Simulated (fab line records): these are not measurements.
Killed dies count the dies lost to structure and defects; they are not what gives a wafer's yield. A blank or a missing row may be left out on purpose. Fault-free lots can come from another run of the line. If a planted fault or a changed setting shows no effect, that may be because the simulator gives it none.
Which of the tools did it? / flow nand_harc / 12 lots with 36 wafers sampled at 5 steps, on a route of 1302 steps

## WHAT THE GAUGES READ, wafer by wafer
NHARC_P_M1_CD_MEAS_09: the cd target is 130 nm.
lot=L894; measured=day 6 00:38; on=cd_sem-02; cd_nm (nm)=129.5 129.9 130.2
lot=L897; measured=day 7 11:25; on=cd_sem-02; cd_nm (nm)=130.0 129.4 129.9
lot=L900; measured=day 8 20:55; on=cd_sem-02; cd_nm (nm)=129.8 129.8 129.5
lot=L902; measured=day 9 14:46; on=cd_sem-03; cd_nm (nm)=130.0 128.9 129.2
lot=L904; measured=day 10 20:33; on=cd_sem-03; cd_nm (nm)=126.1 126.5 125.7
lot=L906; measured=day 11 07:17; on=cd_sem-01; cd_nm (nm)=126.8 127.5 127.0
lot=L910; measured=day 12 23:11; on=cd_sem-01; cd_nm (nm)=129.0 130.1 128.9
lot=L911; measured=day 13 09:55; on=cd_sem-03; cd_nm (nm)=129.3 130.6 130.2
lot=L912; measured=day 13 21:11; on=cd_sem-03; cd_nm (nm)=130.1 129.6 130.4
lot=L913; measured=day 13 22:04; on=cd_sem-03; cd_nm (nm)=131.0 131.7 131.0
lot=L914; measured=day 14 08:34; on=cd_sem-03; cd_nm (nm)=129.8 130.3 130.6
lot=L917; measured=day 15 20:13; on=cd_sem-02; cd_nm (nm)=130.4 129.7 130.4

## WHICH TOOL RAN EACH LOT (tool, then ch and the chambers of the sampled wafers, then the start)
lot=L894; NHARC_P_M0_STRIP_18=rie_diel-12 ch 0,2,3, day 5 21:08; NHARC_P_M0_PRE_CLEAN_29=pvd_sputter-02, day 6 00:34 or earlier; NHARC_P_M0_PVD_21=pvd_sputter-02, day 6 00:34 or earlier; NHARC_P_M1_PEB_07=litho_track-04 ch 0, day 6 00:34
lot=L897; NHARC_P_M0_STRIP_18=rie_diel-05 ch 0,3, day 7 08:02; NHARC_P_M0_PRE_CLEAN_29=pvd_sputter-02, day 7 11:20 or earlier; NHARC_P_M0_PVD_21=pvd_sputter-02, day 7 11:20 or earlier; NHARC_P_M1_PEB_07=litho_track-04 ch 0, day 7 11:20
lot=L900; NHARC_P_M0_STRIP_18=rie_diel-12 ch 0,1,2, day 8 17:26; NHARC_P_M0_PRE_CLEAN_29=pvd_sputter-02, day 8 20:50 or earlier; NHARC_P_M0_PVD_21=pvd_sputter-02, day 8 20:50 or earlier; NHARC_P_M1_PEB_07=litho_track-06 ch 0, day 8 20:50
lot=L902; NHARC_P_M0_STRIP_18=rie_diel-05 ch 0,3, day 9 11:15; NHARC_P_M0_PRE_CLEAN_29=pvd_sputter-02, day 9 14:41 or earlier; NHARC_P_M0_PVD_21=pvd_sputter-02, day 9 14:41 or earlier; NHARC_P_M1_PEB_07=litho_track-06 ch 0, day 9 14:41
lot=L904; NHARC_P_M0_STRIP_18=rie_diel-12 ch 1,2,3, day 10 16:53; NHARC_P_M0_PRE_CLEAN_29=pvd_sputter-03, day 10 20:28 or earlier; NHARC_P_M0_PVD_21=pvd_sputter-03, day 10 20:28 or earlier; NHARC_P_M1_PEB_07=litho_track-06 ch 0, day 10 20:28
lot=L906; NHARC_P_M0_STRIP_18=rie_diel-05 ch 1,2, day 11 03:13; NHARC_P_M0_PRE_CLEAN_29=pvd_sputter-02, day 11 07:12 or earlier; NHARC_P_M0_PVD_21=pvd_sputter-02, day 11 07:12 or earlier; NHARC_P_M1_PEB_07=litho_track-06 ch 0, day 11 07:12
lot=L910; NHARC_P_M0_STRIP_18=rie_diel-05 ch 2,3, day 12 19:31; NHARC_P_M0_PRE_CLEAN_29=pvd_sputter-03, day 12 23:07 or earlier; NHARC_P_M0_PVD_21=pvd_sputter-03, day 12 23:07 or earlier; NHARC_P_M1_PEB_07=litho_track-04 ch 0, day 12 23:07
lot=L911; NHARC_P_M0_STRIP_18=rie_diel-06 ch 2,3, day 13 06:29; NHARC_P_M0_PRE_CLEAN_29=pvd_sputter-02, day 13 09:50 or earlier; NHARC_P_M0_PVD_21=pvd_sputter-02, day 13 09:50 or earlier; NHARC_P_M1_PEB_07=litho_track-04 ch 0, day 13 09:50
lot=L912; NHARC_P_M0_STRIP_18=rie_diel-05 ch 1,2,3, day 13 17:41; NHARC_P_M0_PRE_CLEAN_29=pvd_sputter-01, day 13 21:05 or earlier; NHARC_P_M0_PVD_21=pvd_sputter-01, day 13 21:05 or earlier; NHARC_P_M1_PEB_07=litho_track-04 ch 0, day 13 21:05
lot=L913; NHARC_P_M0_STRIP_18=rie_diel-06 ch 0,2,3, day 13 18:31; NHARC_P_M0_PRE_CLEAN_29=pvd_sputter-03, day 13 21:59 or earlier; NHARC_P_M0_PVD_21=pvd_sputter-03, day 13 21:59 or earlier; NHARC_P_M1_PEB_07=litho_track-01 ch 0, day 13 21:59
lot=L914; NHARC_P_M0_STRIP_18=rie_diel-06 ch 0,3, day 14 04:46; NHARC_P_M0_PRE_CLEAN_29=pvd_sputter-02, day 14 08:29 or earlier; NHARC_P_M0_PVD_21=pvd_sputter-02, day 14 08:29 or earlier; NHARC_P_M1_PEB_07=litho_track-01 ch 0, day 14 08:29
lot=L917; NHARC_P_M0_STRIP_18=rie_diel-05 ch 0,2,3, day 15 16:50; NHARC_P_M0_PRE_CLEAN_29=pvd_sputter-02, day 15 20:08 or earlier; NHARC_P_M0_PVD_21=pvd_sputter-02, day 15 20:08 or earlier; NHARC_P_M1_PEB_07=litho_track-04 ch 0, day 15 20:08
- NHARC_P_M0_STRIP_18: strips in N2/H2.
- NHARC_P_M0_PRE_CLEAN_29: time 30 s.
- NHARC_P_M0_PVD_21: deposits Cu, target thk 30 nm, time 20.49 s.
- NHARC_P_M1_PEB_07: peb time 65 s.

## WHAT THE TOOLS THEMSELVES READ (means of the sampled wafers that have a number; where no wafer has one, the mark that the record gives instead)
NHARC_P_M0_STRIP_18.
lot=L894; tool=rie_diel-12; drypump_motor_current_A (A)=6.0; oes_product_au (a.u.)=1.001; rf_vpp_V (V)=89.6; showerhead_plenum_p_Torr (Torr)=1.93; throttle_valve_pct (%)=14.170
lot=L897; tool=rie_diel-05; drypump_motor_current_A (A)=5.8; oes_product_au (a.u.)=1.010; rf_vpp_V (V)=91.3; showerhead_plenum_p_Torr (Torr)=2.13; throttle_valve_pct (%)=14.165
lot=L900; tool=rie_diel-12; drypump_motor_current_A (A)=6.0; oes_product_au (a.u.)=1.001; rf_vpp_V (V)=89.8; showerhead_plenum_p_Torr (Torr)=2.00; throttle_valve_pct (%)=14.181
lot=L902; tool=rie_diel-05; drypump_motor_current_A (A)=5.7; oes_product_au (a.u.)=1.013; rf_vpp_V (V)=91.2; showerhead_plenum_p_Torr (Torr)=2.12; throttle_valve_pct (%)=14.179
lot=L904; tool=rie_diel-12; drypump_motor_current_A (A)=5.9; oes_product_au (a.u.)=1.007; rf_vpp_V (V)=91.0; showerhead_plenum_p_Torr (Torr)=2.00; throttle_valve_pct (%)=14.178
lot=L906; tool=rie_diel-05; drypump_motor_current_A (A)=6.3; oes_product_au (a.u.)=1.004; rf_vpp_V (V)=91.0; showerhead_plenum_p_Torr (Torr)=2.07; throttle_valve_pct (%)=14.163
lot=L910; tool=rie_diel-05; drypump_motor_current_A (A)=5.8; oes_product_au (a.u.)=1.012; rf_vpp_V (V)=90.8; showerhead_plenum_p_Torr (Torr)=1.95; throttle_valve_pct (%)=14.153
lot=L911; tool=rie_diel-06; drypump_motor_current_A (A)=5.6; oes_product_au (a.u.)=1.013; rf_vpp_V (V)=91.0; showerhead_plenum_p_Torr (Torr)=2.05; throttle_valve_pct (%)=14.174
lot=L912; tool=rie_diel-05; drypump_motor_current_A (A)=6.0; oes_product_au (a.u.)=1.002; rf_vpp_V (V)=91.4; showerhead_plenum_p_Torr (Torr)=2.05; throttle_valve_pct (%)=14.176
lot=L913; tool=rie_diel-06; drypump_motor_current_A (A)=5.5; oes_product_au (a.u.)=1.008; rf_vpp_V (V)=90.9; showerhead_plenum_p_Torr (Torr)=2.05; throttle_valve_pct (%)=14.176
lot=L914; tool=rie_diel-06; drypump_motor_current_A (A)=5.7; oes_product_au (a.u.)=1.007; rf_vpp_V (V)=90.6; showerhead_plenum_p_Torr (Torr)=1.97; throttle_valve_pct (%)=14.167
lot=L917; tool=rie_diel-05; drypump_motor_current_A (A)=5.7; oes_product_au (a.u.)=1.008; rf_vpp_V (V)=90.1; showerhead_plenum_p_Torr (Torr)=2.04; throttle_valve_pct (%)=14.174

NHARC_P_M0_PRE_CLEAN_29.
lot=L894; tool=pvd_sputter-02; heater_power_w (W)=402
lot=L897; tool=pvd_sputter-02; heater_power_w (W)=415
lot=L900; tool=pvd_sputter-02; heater_power_w (W)=379
lot=L902; tool=pvd_sputter-02; heater_power_w (W)=364
lot=L904; tool=pvd_sputter-03; heater_power_w (W)=428
lot=L906; tool=pvd_sputter-02; heater_power_w (W)=410
lot=L910; tool=pvd_sputter-03; heater_power_w (W)=404
lot=L911; tool=pvd_sputter-02; heater_power_w (W)=383
lot=L912; tool=pvd_sputter-01; heater_power_w (W)=428
lot=L913; tool=pvd_sputter-03; heater_power_w (W)=416
lot=L914; tool=pvd_sputter-02; heater_power_w (W)=377
lot=L917; tool=pvd_sputter-02; heater_power_w (W)=384

NHARC_P_M0_PVD_21.
lot=L894; tool=pvd_sputter-02; throttle_valve_pct (%)=30.3
lot=L897; tool=pvd_sputter-02; throttle_valve_pct (%)=29.2
lot=L900; tool=pvd_sputter-02; throttle_valve_pct (%)=31.2
lot=L902; tool=pvd_sputter-02; throttle_valve_pct (%)=30.7
lot=L904; tool=pvd_sputter-03; throttle_valve_pct (%)=29.6
lot=L906; tool=pvd_sputter-02; throttle_valve_pct (%)=31.0
lot=L910; tool=pvd_sputter-03; throttle_valve_pct (%)=29.5
lot=L911; tool=pvd_sputter-02; throttle_valve_pct (%)=30.5
lot=L912; tool=pvd_sputter-01; throttle_valve_pct (%)=30.4
lot=L913; tool=pvd_sputter-03; throttle_valve_pct (%)=30.1
lot=L914; tool=pvd_sputter-02; throttle_valve_pct (%)=30.3
lot=L917; tool=pvd_sputter-02; throttle_valve_pct (%)=30.8

NHARC_P_M1_PEB_07.
lot=L894; tool=litho_track-04; exhaust_pa (Pa)=46.4; heater_power_total_W (W)=156.5; resist_line_temp_C (C)=23.06
lot=L897; tool=litho_track-04; exhaust_pa (Pa)=44.9; heater_power_total_W (W)=156.6; resist_line_temp_C (C)=22.92
lot=L900; tool=litho_track-06; exhaust_pa (Pa)=46.2; heater_power_total_W (W)=157.0; resist_line_temp_C (C)=22.94
lot=L902; tool=litho_track-06; exhaust_pa (Pa)=45.9; heater_power_total_W (W)=157.0; resist_line_temp_C (C)=23.01
lot=L904; tool=litho_track-06; exhaust_pa (Pa)=44.2; heater_power_total_W (W)=163.1; resist_line_temp_C (C)=23.06
lot=L906; tool=litho_track-06; exhaust_pa (Pa)=44.6; heater_power_total_W (W)=163.3; resist_line_temp_C (C)=23.04
lot=L910; tool=litho_track-04; exhaust_pa (Pa)=44.2; heater_power_total_W (W)=156.3; resist_line_temp_C (C)=22.96
lot=L911; tool=litho_track-04; exhaust_pa (Pa)=45.6; heater_power_total_W (W)=156.9; resist_line_temp_C (C)=23.01
lot=L912; tool=litho_track-04; exhaust_pa (Pa)=45.7; heater_power_total_W (W)=156.9; resist_line_temp_C (C)=23.01
lot=L913; tool=litho_track-01; exhaust_pa (Pa)=44.9; heater_power_total_W (W)=156.6; resist_line_temp_C (C)=23.14
lot=L914; tool=litho_track-01; exhaust_pa (Pa)=46.1; heater_power_total_W (W)=156.9; resist_line_temp_C (C)=23.01
lot=L917; tool=litho_track-04; exhaust_pa (Pa)=45.0; heater_power_total_W (W)=156.8; resist_line_temp_C (C)=23.01

## THE ANSWER, worked out from the rows above alone
Rule: usual is defined by the lots themselves. The widest of any qualifying gaps counts: lots, ordered by their means at a reading, are off when they make up no more than a third of the lots, leave a main group of 4 or more, and stand apart from it by 3 or more times the standard deviation of that group's means. If all means in a main group match to the digits the tables above print for the reading, that group is not used. Also off: a lot with no number at a reading for which 4 or more lots have one. All remaining lots with rows at the step are treated as sound. Order of review: gauges by route order, followed by the tools' own readings, for which a lot's mean as printed above is used. At the first step where some lot is off, the reading lying furthest off is the one used; lots without a number count as furthest.
Off, at NHARC_P_M1_CD_MEAS_09 on cd_nm: L904, L906. Mean 130.0 nm and standard deviation 0.51 in the main group.
If a tool, at a process step before that reading, ran all the lots that are off and no sound lot after the first of them, it fits. The gauges at NHARC_P_M1_CD_MEAS_09 aren't tried: what is off there is off at NHARC_P_M1_PEB_07 too, on other tools, and a gauge's error can't cause that. NHARC_P_M0_PRE_CLEAN_29 gives no start for some lots, so the hours and the order of its lots are those of NHARC_P_M1_PEB_07. NHARC_P_M0_PVD_21 gives no start for some lots, so the hours and the order of its lots are those of NHARC_P_M1_PEB_07. One fits: litho_track-06 at NHARC_P_M1_PEB_07. A fault onset in the window from L902 (day 9 14:41, its last sound lot) to L904 (day 10 20:28, its first lot off) fits.
The tool's own readings at NHARC_P_M1_PEB_07 bear it out: on the lots that are off they differ by more than 5 times the standard deviation of the sound lots' means. heater_power_total_W reads 163.2 W there against 156.8 W on the sound lots.

## WHAT THE SIMULATOR PUT IN
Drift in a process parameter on litho_track-06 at NHARC_P_M1_PEB_07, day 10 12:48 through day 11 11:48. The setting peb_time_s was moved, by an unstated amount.
Lots struck among those shown: L904, L906. This agrees with what the rule above found.
